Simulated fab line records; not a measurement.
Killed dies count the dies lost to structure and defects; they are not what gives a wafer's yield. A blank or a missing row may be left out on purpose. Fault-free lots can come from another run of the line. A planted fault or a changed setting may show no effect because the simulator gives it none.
Chamber matching | flow n5Finfet | 4 sister chambers for N5_HKMG_FIN_ALD_91 on aldMetal-01
The step deposits TiN, target thk 1 nm, pulse time 1 s, purge time 3 s. 4 wafers are shown with their chamber, then 11 later ones without.

== WAFERS PAIRED WITH THEIR CHAMBERS ==
wafer  | chamber | heaterPowerW (W)
L083.5 | 0       | 823
L088.3 | 1       | 885
L088.4 | 3       | 863
L090.3 | 2       | 822

== WAFERS WITHOUT THEIR CHAMBER ==
wafer  | heaterPowerW (W)
L090.4 | 837
L090.5 | 842
L094.2 | 876
L094.4 | 828
L094.5 | 824
L096.2 | 868
L096.3 | 828
L096.4 | 835
L097.1 | 856
L097.3 | 872
L097.6 | 847

== WHICH CHAMBER EACH WENT THROUGH ==
wafer  | from the rows above          | in truth
L090.4 | can't be placed: 0 or 2 or 3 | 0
L090.5 | can't be placed: 0 or 2 or 3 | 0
L094.2 | can't be placed: 1 or 3      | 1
L094.4 | can't be placed: 0 or 2      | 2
L094.5 | can't be placed: 0 or 2      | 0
L096.2 | can't be placed: 3 or 1      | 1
L096.3 | can't be placed: 0 or 2      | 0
L096.4 | can't be placed: 0 or 2 or 3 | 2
L097.1 | 3                            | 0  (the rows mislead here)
L097.3 | can't be placed: 3 or 1      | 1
L097.6 | can't be placed: 3 or 0 or 2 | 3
Correct placement for 0 of the 11. These rows do not allow placing 10 (true chamber among the candidates in 10). Placed wrongly: 1.
How it was worked out, from the rows above alone: a wafer's distance from a chamber is the root of the sum, over the readings, of the square of ((its reading less the chamber's mean) divided by the reading's scatter). If the next closest chamber is less than 2 further off than the closest, the wafer can't be placed; otherwise it belongs to the closest. The mean given for a chamber averages the wafers shown for that chamber. The scatter (one wafer shown for each chamber): square how far every hidden wafer sits from the nearest shown wafer, average those squares and take the square root.
